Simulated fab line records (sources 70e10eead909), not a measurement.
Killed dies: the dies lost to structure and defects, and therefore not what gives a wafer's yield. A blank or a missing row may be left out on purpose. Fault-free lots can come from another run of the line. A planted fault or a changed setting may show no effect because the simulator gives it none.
fab line records	flow nand-harc
[record] lots = 12	wafers = 36	last-day = 25
route steps=1159 shown A_CONTACT@956 A_BLC@985 A_M0@994 END@1159
lots that met no fault: from a run of the same line without faults
start-h: hours from the record's opening day to when the first of the lot's shown wafers began	wait-h: hours from the lot's prior step to this one	" same as the row above	L1.1+2: several wafers, shown together as one row	- no value present, or no start provided	* or withheld: withheld	< > ~ a bound
route shown NAME@n: names a module that has steps shown in the file, with the first one's number in the route	usual: average and standard deviation across the fault-free wafers	same: alike in all rows	chamber/n: place in a boat	sites: readings site by site	_std_site: standard deviation across them	_edge_site: outer sites' mean less inner sites'	radius-mm: how far each site lies from the wafer's centre	mask NAME#n: copy n	behind: the most recent tool/chamber to have shaped the wafer	hold: why the lot was held/for how many hours/how that ended	device: transistor that didn't switch, given as n, p or np	end of line: the same wafers' tests at the end of the route	a step given without rows: its recipe and nothing more	killed: the dies lost at the first sort to structure and to defects; this is not the yield of the wafer	map: a wafer's dies, x killed, . not, _ none there
set.NAME: the setting the step ran with; set.NAME@STEP: the setting that earlier step ran with	model.NAME: the simulator's own value behind a step, which no gauge read
steps of the route over a sample of lots; a table a step, a row a wafer
services: a tool's chamber out of use, with start hour (start-h, from the record's first day; less than 0 if before it), hours out, and reason
[[steps]]
[step NHARC_A_CONTACT_STRIP_26]
[recipe] o2-flow-sccm = 500	ar-flow-sccm = 0	bias-w = 0	chemistry = O2
[usual] drypump-motor-current-A = 5.7/0.43	oes-product-au = 1.001/0.0092	rf-vpp-V = 57.7/0.91	showerhead-plenum-p-Torr = 3.55/0.15	throttle-valve-pct = 17.035/0.0089
[same] bias-w = 0
lot.wafer	tool	chamber	start-h	wait-h	drypump-motor-current-A	oes-product-au	rf-hours-counter-h	rf-vpp-V	showerhead-plenum-p-Torr	throttle-valve-pct
L816.2	rie-diel-04	3	-	-	5.1	0.997	18	56.3	3.36	17.035
L816.3	"	1	"	"	5.5	0.998	18	58.6	3.74	17.030
L816.6	"	3	"	"	5.1	0.998	-	55.8	3.36	17.042
L817.1	rie-diel-04	3	-	-	5.1	1.006	19	57.6	3.36	17.031
L817.4	"	0	"	"	5.9	1.004	18	56.1	3.59	17.053
L817.5	"	2	"	"	5.8	0.997	-	57.1	3.48	17.031
L824.1	rie-diel-04	2	-	-	5.8	0.994	31	56.7	3.47	17.026
L824.3	"	3	"	"	5.1	0.993	31	56.3	3.35	17.023
L824.6	"	3	"	"	5.1	0.993	-	57.3	3.35	17.051
L828.2	rie-diel-13	2	-	-	6.5	0.999	1	59.0	3.77	17.037
L828.1	"	3	"	"	5.4	0.999	1	59.1	3.81	17.033
L828.6	"	0	"	"	5.7	1.017	-	59.4	3.54	17.034
L827.1	rie-diel-13	0	-	-	5.7	0.998	2	59.5	3.54	17.028
L827.4	"	2	"	"	6.6	1.006	3	58.5	3.77	17.046
L827.6	"	0	"	"	5.7	1.011	-	57.0	3.54	17.036
L830.1	rie-diel-06	1	-	-	6.6	1.002	21	57.5	3.65	17.053
L830.2	"	0	"	"	5.9	1.017	20	57.0	3.56	17.032
L830.5	"	2	"	"	6.5	1.002	-	57.0	3.56	17.018
L831.2	rie-diel-06	1	-	-	6.5	1.003	24	57.1	3.65	17.026
L831.4	"	2	"	"	6.4	0.996	20	58.0	3.56	17.048
L831.1	"	3	"	"	6.3	1.005	22	58.7	3.80	17.037
L832.3	rie-diel-04	0	-	-	5.9	1.002	1	57.0	3.58	17.032
L832.4	"	1	"	"	5.5	1.005	1	59.4	3.73	17.025
L832.1	"	2	"	"	5.9	0.986	2	56.7	3.47	17.022
L835.3	rie-diel-04	1	-	-	5.5	1.011	3	58.0	3.73	17.049
L835.4	"	3	"	"	5.1	0.997	3	56.1	3.35	17.043
L835.6	"	0	"	"	5.9	0.995	-	57.3	3.58	17.044
L837.4	rie-diel-06	2	-	-	6.5	0.996	32	58.1	3.55	17.031
L837.2	"	3	"	"	6.3	1.001	36	58.7	3.79	17.031
L837.5	"	0	"	"	5.9	1.019	-	55.9	3.55	17.051
L836.2	rie-diel-06	1	-	-	6.6	1.010	36	57.4	3.64	17.039
L836.1	"	2	"	"	6.5	0.995	33	58.2	3.55	17.021
L836.6	"	1	"	"	6.6	1.004	-	58.5	3.64	17.038
L838.3	rie-diel-04	2	-	-	5.8	1.004	10	57.3	3.47	17.035
L838.1	"	0	"	"	5.9	1.018	9	57.2	3.58	17.038
L838.6	"	2	"	"	5.8	0.997	-	57.9	3.46	17.024
[step NHARC_A_BLC_DEGAS_30]
[recipe] temp-c = 300	time-s = 60
[usual] heater-power-w = 460/43
lot.wafer	tool	chamber	start-h	wait-h	heater-power-w
L816.2	pvd-sputter-03	-	395.49	-	462
L816.3	"	-	"	"	449
L816.6	"	-	"	"	366
L817.4	pvd-sputter-01	-	397.04	-	530
L817.1	"	-	"	"	447
L817.5	"	-	"	"	524
L824.3	pvd-sputter-02	-	468.01	-	429
L824.1	"	-	"	"	508
L824.6	"	-	"	"	433
L828.1	pvd-sputter-02	-	468.93	-	421
L828.2	"	-	"	"	430
L828.6	"	-	"	"	514
L827.1	pvd-sputter-03	-	479.46	-	485
L827.4	"	-	"	"	358
L827.6	"	-	"	"	442
L830.1	pvd-sputter-03	-	480.58	-	465
L830.2	"	-	"	"	497
L830.5	"	-	"	"	480
L831.2	pvd-sputter-02	-	497.76	-	417
L831.4	"	-	"	"	447
L831.1	"	-	"	"	500
L832.4	pvd-sputter-02	-	499.15	-	449
L832.3	"	-	"	"	510
L832.1	"	-	"	"	439
L835.4	pvd-sputter-02	-	502.77	-	458
L835.3	"	-	"	"	498
L835.6	"	-	"	"	448
L837.2	pvd-sputter-03	-	522.39	-	431
L837.4	"	-	"	"	472
L837.5	"	-	"	"	481
L836.1	pvd-sputter-02	-	523.79	-	425
L836.2	"	-	"	"	445
L836.6	"	-	"	"	474
L838.3	pvd-sputter-02	-	539.31	-	448
L838.1	"	-	"	"	502
L838.6	"	-	"	"	442
[step NHARC_A_M0_DEP_00]
[recipe] target-thk-a = 1500	target-thk-nm = 150	temp-c = withheld	pressure-torr = 5	flow-sccm = 200	rf-w = 600	material = SiOC
[usual] chamber-pressure-Torr = 5.001/0.01	rf-fwd-power-W = 598.9/1.8
lot.wafer	tool	chamber	start-h	wait-h	chamber-pressure-Torr	rf-fwd-power-W
L816.3	pecvd-02	2	402.73	0.1	4.997	600.2
L816.2	"	0	"	"	4.998	597.8
L816.6	"	1	"	"	4.998	602.7
L817.1	pecvd-04	1	403.63	0.1	4.980	598.9
L817.4	"	1	"	"	4.995	597.7
L817.5	"	2	"	"	4.995	598.8
L824.1	pecvd-04	2	473.55	0.1	-	-
L824.3	"	0	"	"	-	-
L824.6	"	1	"	"	-	-
L828.1	pecvd-04	0	477.51	0.1	-	-
L828.2	"	2	"	"	-	-
L828.6	"	1	"	"	-	-
L827.1	pecvd-01	0	493.51	0.1	-	-
L827.6	"	0	"	"	-	-
L827.4	"	2	"	"	-	-
L830.2	pecvd-04	1	493.99	0.1	5.006	598.6
L830.1	"	2	"	"	5.015	597.7
L830.5	"	0	"	"	5.001	595.9
L831.2	pecvd-04	2	500.74	0.1	4.991	598.6
L831.1	"	1	"	"	4.997	600.4
L831.4	"	2	"	"	5.021	599.7
L832.1	pecvd-01	2	506.46	0.1	5.005	597.5
L832.3	"	2	"	"	4.996	598.6
L832.4	"	0	"	"	5.010	598.0
L835.3	pecvd-01	2	507.83	0.2	4.992	598.0
L835.6	"	0	"	"	5.004	599.1
L835.4	"	2	"	"	4.983	599.7
L837.2	pecvd-04	2	523.98	0.1	5.010	599.6
L837.4	"	1	"	"	4.990	597.5
L837.5	"	0	"	"	5.015	598.1
L836.1	pecvd-01	0	530.15	0.1	4.978	603.1
L836.2	"	1	"	"	4.993	600.6
L836.6	"	0	"	"	4.984	597.5
L838.3	pecvd-04	1	540.75	0.1	5.007	598.7
L838.1	"	2	"	"	5.011	598.1
L838.6	"	1	"	"	5.012	599.1
[step NHARC_A_M0_CD_MEAS_09]
[recipe] target-cd-nm = 80	landing-energy-ev = 500
[usual] cd-nm = 80.1/0.58
lot.wafer	tool	chamber	start-h	wait-h	cd-nm
L816.2	cd-sem-02	0	403.57	-	80.8
L816.3	"	0	"	"	80.0
L816.6	"	0	"	"	80.9
L817.1	cd-sem-02	0	404.42	-	80.9
L817.4	"	0	"	"	80.7
L817.5	"	0	"	"	80.1
L824.1	cd-sem-01	0	474.38	-	80.4
L824.3	"	0	"	"	80.3
L824.6	"	0	"	"	79.8
L828.1	cd-sem-02	0	478.35	-	79.2
L828.2	"	0	"	"	80.8
L828.6	"	0	"	"	80.1
L827.1	cd-sem-02	0	494.25	-	79.7
L827.4	"	0	"	"	79.9
L827.6	"	0	"	"	79.9
L830.1	cd-sem-01	0	494.78	-	80.3
L830.2	"	0	"	"	78.8
L830.5	"	0	"	"	79.5
L831.1	cd-sem-01	0	501.60	-	80.9
L831.2	"	0	"	"	80.1
L831.4	"	0	"	"	79.4
L832.1	cd-sem-01	0	507.43	-	80.0
L832.3	"	0	"	"	80.4
L832.4	"	0	"	"	79.7
L835.3	cd-sem-03	0	508.59	-	79.7
L835.4	"	0	"	"	80.1
L835.6	"	0	"	"	80.0
L837.2	cd-sem-02	0	524.76	-	81.4
L837.4	"	0	"	"	80.3
L837.5	"	0	"	"	79.8
L836.1	cd-sem-03	0	530.94	-	80.6
L836.2	"	0	"	"	78.8
L836.6	"	0	"	"	80.3
L838.1	cd-sem-03	0	541.49	-	80.6
L838.3	"	0	"	"	79.8
L838.6	"	0	"	"	80.3
[step NHARC_END_SORT_01]
[recipe] temp-c = 25
[usual] defect-limited-yield = 95.6/1.6	killed-at-array = 26/11	killed-at-other = 0.4/0.78	killed-at-periphery = 3.4/2.4	killed-dies = 29/11	killed-open = 3.1/1.9	killed-short = 1.9/1.4	sort_bin_2_pct = 1.3/0.63	sort_bin_3_pct = 0.20/0.18	sort_bin_4_pct = 2.8/1.1	sort-n-pass = 648/11	sort-rim-yield-pct = 95/3.4	sort-yield-pct = 95.6/1.6
[same] gross-dies = 677	sort_bin_5_pct[%] = 0	sort_bin_6_pct[%] = 0	sort_bin_7_pct[%] = 0	sort_bin_8_pct[%] = 0	sort-rim-n-gross = 106.00
lot.wafer	tool	chamber	start-h	wait-h	defect-limited-yield[%]	killed-at-array	killed-at-other	killed-at-periphery	killed-dies	killed-open	killed-short	sort_bin_2_pct[%]	sort_bin_3_pct[%]	sort_bin_4_pct[%]	sort-n-pass	sort-rim-yield-pct[%]	sort-yield-pct[%]
L828.1	prober-01	0	560.00	2.4	0	673	0	4	677	1	0	96.3	0.74	3.0	0	0	0
L828.2	prober-01	0	560.79	2.7	0	675	0	2	677	2	0	95.3	0.30	4.4	0	0	0
L828.6	prober-01	0	563.95	4.0	0	674	2	1	677	1	1	95.7	0.30	4.0	0	0	0
L824.1	prober-02	0	560.14	2.5	0	676	0	1	677	2	4	97.9	0.15	1.9	0	0	0
L824.3	prober-02	0	561.75	3.1	0	674	0	3	677	4	1	97.9	0	2.1	0	0	0
L824.6	prober-02	0	564.15	4.0	0	673	1	3	677	2	0	98.5	0	1.5	0	0	0
L827.1	prober-02	0	567.97	2.5	0	676	0	1	677	3	4	97.0	0.15	2.8	0	0	0
L827.4	prober-02	0	570.40	3.4	0	669	1	7	677	6	0	97.0	0	3.0	0	0	0
L827.6	prober-02	0	572.03	4.1	0	669	1	7	677	8	1	96.9	0	3.1	0	0	0
// killed by level:class
L828.1 A_M0:area-dep=642 A_CHANNEL_HOLE_D1:chamber-film-flake=13 A_SLIT:chamber-film-flake=8 A_CONTACT:chamber-film-flake=6 P_ZERO_WELL:chamber-film-flake=2 P_GATE:chamber-film-flake=2 A_STAIRCASE:chamber-film-flake=2 A_M1:geometric-particle:open=1
L824.1 A_M0:area-dep=660 A_CONTACT:chamber-film-flake=5 A_CHANNEL_HOLE_D1:chamber-film-flake=2 A_WL_FILL:chamber-film-flake=2 P_M1:geometric-particle:short=1 A_ONON_D1:geometric-particle:short=1 A_CHANNEL_HOLE_D1:geometric-particle:open=1 A_CHANNEL_FILL_D1:geometric-particle:short=1
L828.2 A_M0:area-dep=631 A_CHANNEL_HOLE_D1:chamber-film-flake=18 A_SLIT:chamber-film-flake=13 A_CONTACT:chamber-film-flake=7 A_SGD_CUT:chamber-film-flake=2 A_CHANNEL_HOLE_D1:geometric-particle:open=1 A_STAIRCASE:geometric-particle:open=1 P_ZERO_WELL:chamber-film-flake=1
L824.3 A_M0:area-dep=660 A_CHANNEL_HOLE_D1:chamber-film-flake=4 A_STAIRCASE:chamber-film-flake=2 A_WL_FILL:chamber-film-flake=2 A_CONTACT:chamber-film-flake=2 P_CONTACT:geometric-particle:open=1 A_CHANNEL_HOLE_D1:geometric-particle:short=1 A_SGD_CUT:geometric-particle:open=1
L828.6 A_M0:area-dep=638 A_SLIT:chamber-film-flake=15 A_CHANNEL_HOLE_D1:chamber-film-flake=14 A_CONTACT:chamber-film-flake=5 HYBRID_BOND:chamber-film-flake=2 A_SGD_CUT:geometric-particle:open=1 A_WL_FILL:geometric-particle:short=1 P_ZERO_WELL:chamber-film-flake=1
L824.6 A_M0:area-dep=660 A_CONTACT:chamber-film-flake=4 P_ZERO_WELL:chamber-film-flake=3 A_CHANNEL_HOLE_D1:chamber-film-flake=2 A_STAIRCASE:chamber-film-flake=2 A_SOURCE_PLATE:geometric-particle:open=1 A_CONTACT:geometric-particle:open=1 A_SGD_CUT:chamber-film-flake=1
L827.1 A_M0:area-dep=654 A_STAIRCASE:chamber-film-flake=6 A_CHANNEL_HOLE_D1:chamber-film-flake=4 A_WL_FILL:chamber-film-flake=3 A_SOURCE_PLATE:geometric-particle:open=1 A_ONON_D1:geometric-particle:short=1 A_CHANNEL_HOLE_D1:geometric-particle:short=1 A_CHANNEL_FILL_D1:geometric-particle:short=1
L827.4 A_M0:area-dep=644 A_STAIRCASE:chamber-film-flake=12 P_ZERO_WELL:chamber-film-flake=3 A_CHANNEL_HOLE_D1:chamber-film-flake=3 A_CONTACT:chamber-film-flake=3 A_CONTACT:geometric-particle:open=2 P_GATE:chamber-film-flake=2 A_WL_FILL:chamber-film-flake=2
L827.6 A_M0:area-dep=651 A_STAIRCASE:chamber-film-flake=7 A_CONTACT:geometric-particle:open=4 P_GATE:chamber-film-flake=2 P_M1:chamber-film-flake=2 A_CHANNEL_HOLE_D1:chamber-film-flake=2 A_CONTACT:chamber-film-flake=2 P_STI:geometric-particle:open=1
[[services]]
tool	chamber	start-h	hours	kind
pvd-sputter-03	-	374.65	0.7	repair
pecvd-04	-	376.00	13.0	pm
pecvd-04	0	376.00	13.0	vent-cycle
pecvd-04	1	376.00	13.0	vent-cycle
pecvd-04	2	376.00	13.0	vent-cycle
pvd-sputter-03	-	379.81	7.0	repair
pvd-sputter-02	-	392.00	10.0	pm
rie-diel-04	3	397.47	2.3	repair
pecvd-01	2	404.77	5.3	repair
pvd-sputter-01	-	408.67	0.8	repair
rie-diel-06	-	418.27	9.0	pm
pecvd-01	-	418.35	13.0	pm
pvd-sputter-01	-	432.53	90.5	repair
pecvd-01	-	442.65	0.6	repair
rie-diel-13	2	445.58	10.8	repair
rie-diel-13	-	453.25	9.0	pm
rie-diel-04	-	466.30	9.0	pm
pecvd-01	2	470.39	4.3	repair
pvd-sputter-03	-	496.82	10.0	pm
pecvd-01	1	501.68	5.0	repair
pecvd-02	-	515.28	13.0	pm
pvd-sputter-02	-	522.09	1.1	repair
pecvd-01	0	522.17	5.7	repair
pvd-sputter-01	-	523.04	10.0	pm
[[key]]
[first-sign] step = NHARC_A_M0_DEP_00	reading = tool-record	direction = missing
[effect] step = NHARC_END_SORT_01	reading = sort_bin_2_pct	direction = up	sigmas = 99+	usual = 1.3	struck = 97.0
[more-kills-born-at] NHARC_A_M0_DEP_00@pecvd-04 = 3891	NHARC_A_M0_DEP_00@pecvd-01 = 1949
met-at NHARC_A_M0_DEP_00
struck-lots L824,L827,L828
later-rows-left-out L824.1,L824.3,L824.6,L827.1,L827.4,L827.6,L828.1,L828.2,L828.6
not-acting-at NHARC_A_CONTACT_STRIP_26,NHARC_A_BLC_DEGAS_30,NHARC_A_M0_CD_MEAS_09
onset-between 403.63 473.55
[fault] kind = skipped-step-whole	tool = pecvd-01,pecvd-04	chamber = -	onset-h = 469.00	steps = NHARC_A_M0_DEP_00	scope = struck-lots-only
// later-rows-left-out: the simulator's readings of these wafers behind a module that went badly wrong aren't trusted and aren't shown, but for the sort
